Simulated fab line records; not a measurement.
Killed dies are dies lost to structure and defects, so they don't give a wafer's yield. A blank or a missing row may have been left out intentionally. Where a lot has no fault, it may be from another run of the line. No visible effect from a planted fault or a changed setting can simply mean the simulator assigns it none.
Which tool was responsible? -- flow nand_harc -- Sampling: 12 lots, 36 wafers, 2 of 1159 route steps

== WHAT THE GAUGES READ, wafer by wafer ==
NHARC_A_BLC_OVL_MEAS_11.
lot,measured,on,overlay_x_nm (nm)
L075,day 17 09:12,overlay-01,-0.7 -1.1 -1.4
L076,day 17 18:29,overlay-02,0.5 -0.4 0.1
L078,day 18 19:41,overlay-02,-0.7 -0.9 -0.2
L081,day 19 09:29,overlay-02,-0.7 -0.4 -0.9
L083,day 19 23:57,overlay-02,0.0 -0.5 -0.4
L086,day 20 13:35,overlay-02,0.0 -0.1 0.0
L088,day 20 15:02,overlay-01,1.3 0.6 0.9
L089,day 20 19:01,overlay-01,-0.5 -0.5 -0.7
L090,day 20 23:56,overlay-01,0.4 0.3 0.8
L093,day 21 17:29,overlay-01,1.8 1.5 1.3
L096,day 22 08:21,overlay-01,0.9 0.8 0.5
L095,day 22 19:17,overlay-01,-0.3 0.1 -0.5

== WHICH TOOL RAN EACH LOT (tool, then ch and the chambers of the sampled wafers, then the start) ==
lot,NHARC_A_CONTACT_ETCH_138
L075,"har_cap_etch-03 ch 0,1, day 17 00:48"
L076,"har_cap_etch-01 ch 0,1, day 17 14:26"
L078,"har_cap_etch-02 ch 1, day 18 09:26"
L081,"har_cap_etch-02 ch 0,1, day 19 02:53"
L083,"har_cap_etch-01 ch 0,1, day 19 18:18"
L086,"har_cap_etch-03 ch 0,1, day 20 02:46"
L088,"har_cap_etch-02 ch 0,1, day 20 06:55"
L089,"har_cap_etch-03 ch 0,1, day 20 15:22"
L090,"har_cap_etch-01 ch 0,1, day 20 19:56"
L093,"har_cap_etch-01 ch 0,1, day 21 11:20"
L096,"har_cap_etch-03 ch 0,1, day 22 03:38"
L095,"har_cap_etch-02 ch 0,1, day 22 10:49"
- NHARC_A_CONTACT_ETCH_138: etches the open film in C4F8/O2/Ar, time 132 s, target depth 1289 nm.

== THE ANSWER, worked out from the rows above alone ==
Rule: usual is defined by the lots themselves. The widest of any qualifying gaps counts: lots, ordered by their means at a reading, are off when they make up no more than a third of the lots, leave a main group of 4 or more, and stand apart from it by 3 or more times the standard deviation of that group's means. The tables above print the reading to a certain number of digits; a main group whose means all agree to those digits is not used. A lot without any number at a reading at which 4 lots or more have one is off too. All remaining lots with rows at the step are treated as sound.
Across all readings shown, no lot is off: no conclusion can be drawn from this.

== WHAT WAS PUT IN BY THE SIMULATOR ==
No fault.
